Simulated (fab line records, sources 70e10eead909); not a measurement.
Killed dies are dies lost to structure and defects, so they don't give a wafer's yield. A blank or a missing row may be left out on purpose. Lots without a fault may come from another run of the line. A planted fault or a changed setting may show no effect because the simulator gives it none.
Which tool did it? | flow nand_harc | 14 lots, 42 wafers sampled, at 5 steps of a route of 1159

WHAT THE GAUGES READ, wafer by wafer
NHARC_A_SGD_CUT_THK_MEAS_22: measures by ellipsometry. Usual: thk_nm 148.1 nm, standard deviation 1.4.
lot  | measured     | on            | thk_nm (nm)       | flag
L745 | day 13 20:59 | film_metro-02 | 148.3 149.5 147.3 |
L746 | day 14 17:58 | film_metro-02 | 147.0 147.3 148.2 |
L748 | day 14 17:58 | film_metro-02 | 148.4 148.0 149.2 |
L747 | day 14 17:58 | film_metro-01 | 147.7 147.6 146.7 |
L752 | day 15 03:04 | film_metro-01 | 148.2 147.7 148.8 |
L750 | day 15 03:04 | film_metro-02 | 147.4 149.9 148.3 |
L751 | day 15 19:03 | film_metro-01 | 146.6 146.5 148.7 |
L753 | day 16 09:05 | film_metro-01 | 148.6 148.5 145.8 |
L754 | day 16 20:49 | film_metro-02 | 148.5 149.3 146.1 |
L758 | day 17 11:15 | film_metro-01 | 149.5 149.2 148.1 |
L757 | day 17 23:30 | film_metro-01 | 147.7 146.8 150.1 |
L762 | day 17 21:09 | film_metro-02 | 147.8 146.7 148.2 |
L767 | day 19 10:11 | film_metro-02 | 148.9 148.8 147.4 |
L768 | day 20 06:08 | film_metro-01 | 150.7 150.0 148.1 |

NHARC_END_SORT_01. Usual: killed_at_array 28, standard deviation 10; killed_at_other 0.5, standard deviation 0.82; killed_at_periphery 3.4, standard deviation 2.2; killed_dies 31, standard deviation 10; killed_open 3.4, standard deviation 1.9; killed_short 1.9, standard deviation 1.3.
lot  | measured     | on        | killed_at_array | killed_at_other | killed_at_periphery | killed_dies | killed_open | killed_short | flag
L757 | day 24 03:14 | prober-02 | 61 81 103       | 0 0 0           | 4 4 3               | 65 85 106   | 3 6 7       | 1 3 4        | OFF
L762 | day 23 19:26 | prober-02 | 103 74 87       | 0 0 0           | 2 8 2               | 105 82 89   | 7 5 4       | 0 3 5        | OFF

WHICH TOOL RAN EACH LOT (tool, then ch and the chambers of the sampled wafers, then the start)
lot  | NHARC_A_STAIRCASE_CMP_450     | NHARC_A_STAIRCASE_ETCH_403          | NHARC_A_SGD_CUT_CMP_21
L745 | cmp-02 ch 0,3, day 13 12:23   | wet_bench-05 ch 3,5,6, day 13 12:48 | cmp-02 ch 2,3, day 13 20:45
L746 | cmp-02 ch 2,3, day 14 08:34   | wet_bench-05 ch 0,6,7, day 14 08:59 | cmp-03 ch 0,1,3, day 14 17:47
L748 | cmp-04 ch 1,2,3, day 14 08:52 | wet_bench-05 ch 1,3,6, day 14 09:15 | cmp-04 ch 0,1,2, day 14 17:42
L747 | cmp-01 ch 0,2,3, day 14 09:10 | wet_bench-07 ch 3,4,5, day 14 09:32 | cmp-02 ch 1,2,3, day 14 17:45
L752 | cmp-01 ch 0,1,2, day 14 18:29 | wet_bench-07 ch 4,5,6, day 14 18:52 | cmp-02 ch 0,2,3, day 15 02:49
L750 | cmp-01 ch 0,2,3, day 14 19:16 | wet_bench-07 ch 0,1,3, day 14 19:39 | cmp-04 ch 0,1, day 15 02:50
L751 | cmp-04 ch 0,3, day 15 10:23   | wet_bench-07 ch 0,4,6, day 15 10:46 | cmp-04 ch 2,3, day 15 18:47
L753 | cmp-04 ch 1,2, day 16 00:01   | wet_bench-05 ch 3,4,5, day 16 00:26 | cmp-04 ch 0,1,3, day 16 08:53
L754 | cmp-02 ch 1,2,3, day 16 11:25 | wet_bench-05 ch 0,1,7, day 16 11:46 | cmp-03 ch 0,2,3, day 16 20:36
L758 | cmp-04 ch 1,2, day 17 02:43   | wet_bench-05 ch 1,5,6, day 17 03:05 | cmp-03 ch 0,3, day 17 11:01
L757 | cmp-01 ch 0,3, day 17 11:12   | wet_bench-07 ch 0,3,6, day 17 11:35 | cmp-03 ch 1,2, day 17 23:16
L762 | cmp-01 ch 0,2,3, day 17 11:29 | wet_bench-07 ch 2,5,7, day 17 11:52 | cmp-02 ch 1,2,3, day 17 20:53
L767 | cmp-04 ch 2,3, day 19 01:39   | wet_bench-03 ch 0,4,5, day 19 02:02 | cmp-04 ch 0,2, day 19 09:57
L768 | cmp-02 ch 0,1,2, day 19 20:26 | wet_bench-05 ch 0,5,7, day 19 20:49 | cmp-02 ch 0,2,3, day 20 05:53
- NHARC_A_STAIRCASE_CMP_450: polishes SiO2, target thk 200 nm.
- NHARC_A_STAIRCASE_ETCH_403: etches SiO2 in dHF, target depth 108.2 nm.
- NHARC_A_SGD_CUT_CMP_21: polishes, target thk 148.19 nm.

WHAT THE TOOLS THEMSELVES READ (means of the sampled wafers that have a number; where no wafer has one, the mark that the record gives instead)
NHARC_A_STAIRCASE_CMP_450. Usual: edge_zone_pressure_frac 0.999, standard deviation 0.0049; motor_current_A 12.4 A, standard deviation 1.3.
lot  | tool   | edge_zone_pressure_frac | motor_current_A (A) | flag
L745 | cmp-02 | 1.001                   | 13.1                |
L746 | cmp-02 | 1.000                   | 11.8                |
L748 | cmp-04 | 1.001                   | 13.4                |
L747 | cmp-01 | 1.001                   | 12.6                |
L752 | cmp-01 | 1.004                   | 12.7                |
L750 | cmp-01 | 1.000                   | 12.3                |
L751 | cmp-04 | 1.002                   | 12.3                |
L753 | cmp-04 | 0.999                   | 13.4                |
L754 | cmp-02 | 0.996                   | 11.1                |
L758 | cmp-04 | 1.002                   | 13.8                |
L757 | cmp-01 | 0.995                   | 11.9                |
L762 | cmp-01 | 0.996                   | 12.5                |
L767 | cmp-04 | 0.999                   | 13.0                |
L768 | cmp-02 | 1.000                   | 11.6                |

NHARC_A_SGD_CUT_CMP_21. Usual: edge_zone_pressure_frac 1.000, standard deviation 0.0051; motor_current_A 12.3 A, standard deviation 1.5; time_to_endpoint_s 51 s, standard deviation 3.3.
lot  | tool   | edge_zone_pressure_frac | motor_current_A (A) | time_to_endpoint_s (s) | flag
L745 | cmp-02 | 0.999                   | 12.1                | 48                     |
L746 | cmp-03 | 0.998                   | 12.4                | 48                     |
L748 | cmp-04 | 0.996                   | 12.4                | 53                     |
L747 | cmp-02 | 0.997                   | 11.5                | 48                     |
L752 | cmp-02 | 1.004                   | 12.5                | 52                     |
L750 | cmp-04 | 1.002                   | 12.2                | 51                     |
L751 | cmp-04 | 0.996                   | 13.0                | 53                     |
L753 | cmp-04 | 1.000                   | 13.2                | 53                     |
L754 | cmp-03 | 0.999                   | 12.0                | 53                     |
L758 | cmp-03 | 0.997                   | 11.5                | 53                     |
L757 | cmp-03 | 0.999                   | 14.2                | 49                     |
L762 | cmp-02 | 0.997                   | 11.4                | 52                     |
L767 | cmp-04 | 1.003                   | 11.9                | 53                     |
L768 | cmp-02 | 1.000                   | 12.3                | 53                     |

THE ANSWER, worked out from the rows above alone
Rule: a lot is off if the mean of its wafers that have a number lies more than 3 standard deviations from the usual mean. A lot without any number at a reading at which 4 lots or more have one is off too. The other lots that the step has rows for count as sound. The gauges are gone through in route order, then the tools' own readings, and for those a lot's mean is taken as printed above. The first step at which some lot is off is used, and at that step the reading that is off furthest; a lot without a number counts as furthest.
Off: L757, L762, at NHARC_END_SORT_01 (killed_dies). Neither off nor sound, because the step has no rows for them: L745, L746, L748, L747, L752, L750, L751, L753, L754, L758, L767, L768.
A tool fits if, at a process step before that reading, it ran every lot that is off, and no sound lot after the first of them. The gauges at NHARC_END_SORT_01 are tried like those tools. Can't be told from this: 3 tools fit, cmp-01 at NHARC_A_STAIRCASE_CMP_450, wet_bench-07 at NHARC_A_STAIRCASE_ETCH_403, prober-02 at NHARC_END_SORT_01.

WHAT THE SIMULATOR HAD PUT IN
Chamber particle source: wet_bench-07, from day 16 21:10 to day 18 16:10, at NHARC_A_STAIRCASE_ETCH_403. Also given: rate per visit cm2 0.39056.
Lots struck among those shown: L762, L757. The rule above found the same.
